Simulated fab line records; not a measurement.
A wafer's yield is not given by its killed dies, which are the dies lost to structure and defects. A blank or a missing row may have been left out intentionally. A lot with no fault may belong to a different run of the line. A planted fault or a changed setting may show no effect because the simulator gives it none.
Shared-tool check :: flow n5 finfet :: 32 wafers sampled across 11 lots

== REASON IT WAS OPENED ==
On 1 of the 11 lots, a flag is raised at N5_BEOL_M14_CD_MEAS_28 on the reading cd nm. No-fault wafers: 284.2 nm, standard deviation 2.3.
Rule: a lot is flagged in two cases, either no wafer of it has a number, or all its wafers with numbers fall more than 4 standard deviations from that mean. The other lots count as sound.

lot: L421
measured: day 11 10:55
on: cd sem-03
cd nm (nm), wafer by wafer: 285.0 283.8 283.4
flag: 

lot: L422
measured: day 11 11:10
on: cd sem-01
cd nm (nm), wafer by wafer: 284.5 283.7 285.0
flag: 

lot: L423
measured: day 11 18:01
on: cd sem-03
cd nm (nm), wafer by wafer: 283.0 282.4 281.6
flag: 

lot: L426
measured: day 12 09:15
on: cd sem-02
cd nm (nm), wafer by wafer: 287.1 286.7 285.8
flag: 

lot: L428
measured: day 13 05:25
on: cd sem-01
cd nm (nm), wafer by wafer: 307.9 296.6 309.2
flag: FLAGGED

lot: L434
measured: day 14 17:22
on: cd sem-02
cd nm (nm), wafer by wafer: 283.6 281.2 280.5
flag: 

lot: L436
measured: day 15 03:11
on: cd sem-01
cd nm (nm), wafer by wafer: 281.7 280.7
flag: 

lot: L439
measured: day 15 22:11
on: cd sem-02
cd nm (nm), wafer by wafer: 283.7 281.1 282.2
flag: 

lot: L441
measured: day 16 06:04
on: cd sem-02
cd nm (nm), wafer by wafer: 281.7 286.9 281.1
flag: 

lot: L442
measured: day 16 19:55
on: cd sem-03
cd nm (nm), wafer by wafer: 284.1 285.2 285.4
flag: 

lot: L443
measured: day 16 20:17
on: cd sem-03
cd nm (nm), wafer by wafer: 282.6 286.1 284.3
flag: 
Average over the flagged lots: 304.6 nm; offset from the usual +20.4 nm, equal to +9 standard deviations.

== EACH LOT AND THE TOOL IT RAN ON ==
The record holds 2 process steps before the reading, out of a route of 1938 steps. In each cell: the tool, then ch and the chambers that the sampled wafers went through, then the start.
lot: L421
flag: 
N5_BEOL_M14_VIA_ETCH_16: rie diel-06 ch 0,2,3, day 11 10:07
N5_BEOL_M14_EXPOSE_25: krf scanner-01 ch 0, day 11 10:44

lot: L422
flag: 
N5_BEOL_M14_VIA_ETCH_16: rie diel-03 ch 1,3, day 11 10:29
N5_BEOL_M14_EXPOSE_25: krf scanner-01 ch 0, day 11 10:59

lot: L423
flag: 
N5_BEOL_M14_VIA_ETCH_16: rie diel-02 ch 0,1, day 11 17:13
N5_BEOL_M14_EXPOSE_25: krf scanner-02 ch 0, day 11 17:51

lot: L426
flag: 
N5_BEOL_M14_VIA_ETCH_16: rie diel-02 ch 0,3, day 12 08:27
N5_BEOL_M14_EXPOSE_25: krf scanner-01 ch 0, day 12 09:05

lot: L428
flag: FLAGGED
N5_BEOL_M14_VIA_ETCH_16: rie diel-02 ch 0,1,3, day 13 04:44
N5_BEOL_M14_EXPOSE_25: krf scanner-01 ch 0, day 13 05:14

lot: L434
flag: 
N5_BEOL_M14_VIA_ETCH_16: rie diel-06 ch 0,1, day 14 16:41
N5_BEOL_M14_EXPOSE_25: krf scanner-02 ch 0, day 14 17:11

lot: L436
flag: 
N5_BEOL_M14_VIA_ETCH_16: rie diel-02 ch 0,1, day 15 02:23
N5_BEOL_M14_EXPOSE_25: krf scanner-02 ch 0, day 15 03:01

lot: L439
flag: 
N5_BEOL_M14_VIA_ETCH_16: rie diel-03 ch 1,2,3, day 15 21:31
N5_BEOL_M14_EXPOSE_25: krf scanner-02 ch 0, day 15 22:01

lot: L441
flag: 
N5_BEOL_M14_VIA_ETCH_16: rie diel-03 ch 0,1,3, day 16 05:23
N5_BEOL_M14_EXPOSE_25: krf scanner-02 ch 0, day 16 05:53

lot: L442
flag: 
N5_BEOL_M14_VIA_ETCH_16: rie diel-06 ch 0,1,2, day 16 19:08
N5_BEOL_M14_EXPOSE_25: krf scanner-01 ch 0, day 16 19:45

lot: L443
flag: 
N5_BEOL_M14_VIA_ETCH_16: rie diel-06 ch 1,2, day 16 19:28
N5_BEOL_M14_EXPOSE_25: krf scanner-02 ch 0, day 16 20:07
What the steps here do:
- N5_BEOL_M14_VIA_ETCH_16: etches SiO2 in C4F8/O2/Ar, target depth 1231.3 nm.
- N5_BEOL_M14_EXPOSE_25: exposes mask M14, target cd 280 nm.
- N5_BEOL_M14_CD_MEAS_28: target cd 284.4 nm.

== FLAGGED AGAINST TOTAL, ONE TOOL AT A TIME (gauges that did the reading follow at the end) ==
step: N5_BEOL_M14_VIA_ETCH_16
tool: rie diel-02
lots run: 4
flagged: 1
share of the flagged lots: all
sound lots run after its first flagged lot: 1 (L436)

step: N5_BEOL_M14_VIA_ETCH_16
tool: rie diel-03
lots run: 3
flagged: 0
share of the flagged lots: none
sound lots run after its first flagged lot: -

step: N5_BEOL_M14_VIA_ETCH_16
tool: rie diel-06
lots run: 4
flagged: 0
share of the flagged lots: none
sound lots run after its first flagged lot: -

step: N5_BEOL_M14_EXPOSE_25
tool: krf scanner-01
lots run: 5
flagged: 1
share of the flagged lots: all
sound lots run after its first flagged lot: 1 (L442)

step: N5_BEOL_M14_EXPOSE_25
tool: krf scanner-02
lots run: 6
flagged: 0
share of the flagged lots: none
sound lots run after its first flagged lot: -

step: N5_BEOL_M14_CD_MEAS_28
tool: cd sem-01
lots run: 3
flagged: 1
share of the flagged lots: all
sound lots run after its first flagged lot: 1 (L436)

step: N5_BEOL_M14_CD_MEAS_28
tool: cd sem-02
lots run: 4
flagged: 0
share of the flagged lots: none
sound lots run after its first flagged lot: -

step: N5_BEOL_M14_CD_MEAS_28
tool: cd sem-03
lots run: 4
flagged: 0
share of the flagged lots: none
sound lots run after its first flagged lot: -

== WHAT THE TABLE PERMITS ==
In the table, 3 rows ran each flagged lot (rie diel-02 at N5_BEOL_M14_VIA_ETCH_16; krf scanner-01 at N5_BEOL_M14_EXPOSE_25; cd sem-01 at N5_BEOL_M14_CD_MEAS_28).
- rie diel-02 at N5_BEOL_M14_VIA_ETCH_16 ran 4 lots, 1 of them flagged. After the first flagged lot (L436), sound lots still ran on it; a lasting fault on the whole tool would not permit that.
- krf scanner-01 at N5_BEOL_M14_EXPOSE_25 ran 5 lots, 1 of them flagged. After the first flagged lot (L442), sound lots still ran on it; a lasting fault on the whole tool would not permit that. Its own readings (exposure dose mJ cm2) fall more than 4 standard deviations out on all wafers of the flagged lots.
- cd sem-01 at N5_BEOL_M14_CD_MEAS_28 ran 3 lots, 1 of them flagged. After the first flagged lot (L436), sound lots still ran on it; a lasting fault on the whole tool would not permit that.
Every row of the table either missed a flagged lot or ran a sound lot after the first.

== WHAT THE SIMULATOR HAD INSERTED ==
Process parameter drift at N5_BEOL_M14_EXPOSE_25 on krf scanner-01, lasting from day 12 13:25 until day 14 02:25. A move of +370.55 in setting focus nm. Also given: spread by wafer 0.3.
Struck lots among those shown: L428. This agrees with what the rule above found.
